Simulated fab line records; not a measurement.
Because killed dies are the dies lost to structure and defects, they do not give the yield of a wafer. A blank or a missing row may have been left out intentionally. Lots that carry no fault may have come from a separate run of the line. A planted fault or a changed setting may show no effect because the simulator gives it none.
One fault through the eyes of 3 desks ; flow n5 finfet ; what lay behind the numbers comes last; until then each desk has only its own

FOR THE TOOL OWNER'S DESK: rie diel-03
The tool's own readings at N5_PMOS_HMC_CHANNEL_EPI_DESCUM_14 (chemistry O2, time 7.9 s): means of the sampled wafers that have a number, for each lot that ran on this tool. A lot is out of limits, marked OUT, if its mean lies more than 4 standard deviations from the usual mean; the brackets give that distance.
Columns: A = drypump motor current A at N5_PMOS_HMC_CHANNEL_EPI_DESCUM_14, usual 5.5 A; B = oes product au at N5_PMOS_HMC_CHANNEL_EPI_DESCUM_14, usual 0.77 a.u.; C = rf vpp V at N5_PMOS_HMC_CHANNEL_EPI_DESCUM_14, usual 243.4 V; D = showerhead plenum p Torr at N5_PMOS_HMC_CHANNEL_EPI_DESCUM_14, usual 2.11 Torr; E = throttle valve pct at N5_PMOS_HMC_CHANNEL_EPI_DESCUM_14, usual 20.53 %
lot;first seen here;A;B;C;D;E
L756;day 1 17:55;5.4;0.87;243.5;2.13;20.56
L766;day 4 05:48;5.3;0.86;242.8;2.09;20.51
L767;day 4 11:24;5.5;0.85;243.0;2.12;20.58
L768;day 4 17:47;5.2;0.80;243.2;2.11;20.44
Finding of this desk: none of the 4 lots has anything out of limits.

THE METROLOGY DESK
What the gauges read, lot by lot, whatever tool the lot ran on: means of the sampled wafers that have a number. A lot is out of limits, marked OUT, if its mean lies more than 4 standard deviations from the usual mean; the brackets give that distance. Shown here are 7 of its 12 readings, the ones lying furthest out on some lot.
Columns: A = PMOS_HMC_BLK_OVL at N5_PMOS_HMC_CHANNEL_EPI_OVL_MEAS_10, usual -0.1 nm; B = IOFF_N at N5_BEOL_M4_RC_MEAS_101, usual 0.16 nA/um; C = IOFF_P at N5_BEOL_M4_RC_MEAS_101, usual 0.22 nA/um; D = ION_N at N5_BEOL_M4_RC_MEAS_101, usual 672 uA/um; E = ION_P at N5_BEOL_M4_RC_MEAS_101, usual 463 uA/um; F = VT_N at N5_BEOL_M4_RC_MEAS_101, usual 250 mV; G = VT_P at N5_BEOL_M4_RC_MEAS_101, usual -250 mV
lot;first seen here;A;B;C;D;E;F;G
L756;day 1 17:36;0.4;0.16;0.18;673;453;251;-254
L758;day 2 05:18;0.2;0.16;0.21;676;464;250;-250
L766;day 4 05:08;-1.8;0.20;0.25;690;470;245;-248
L767;day 4 11:19;0.3;0.19;0.29;680;473;246;-244
L768;day 4 17:42;0.4;0.19;0.25;688;473;247;-245
L771;day 5 12:52;0.1;0.21;0.26;683;463;245;-246
L777;day 7 00:11;0.7;0.14;0.19;667;461;253;-249
Finding of this desk: none of the 7 lots has anything out of limits.

THE DEFECT DESK
Per lot, the means of the sampled wafers with a number show what the inspections along the route counted. A lot is out of limits, marked OUT, if its mean lies more than 4 standard deviations from the usual mean; the brackets give that distance.
Columns: A = raw defect count at N5_WELL_APT_INSPECT_38, usual 14; B = raw defect count at N5_PMOS_HMC_CHANNEL_EPI_INSPECT_11, usual 2.2
lot;first seen here;A;B
L756;day 1 17:10;16;3.7
L758;day 2 04:51;11;1.0
L766;day 4 04:41;12;0.5
L767;day 4 10:59;14;2.5
L768;day 4 17:23;17;1.3
L771;day 5 12:32;17;3.7
L777;day 6 23:44;8;3.0
Finding of this desk: none of the 7 lots has anything out of limits.

BROUGHT TOGETHER
The tool owner's desk saw nothing out of limits.
From the metrology desk's view, nothing was out of limits.
Nothing the defect desk looked at was out of limits.

WHAT THE SIMULATOR HAD PUT IN
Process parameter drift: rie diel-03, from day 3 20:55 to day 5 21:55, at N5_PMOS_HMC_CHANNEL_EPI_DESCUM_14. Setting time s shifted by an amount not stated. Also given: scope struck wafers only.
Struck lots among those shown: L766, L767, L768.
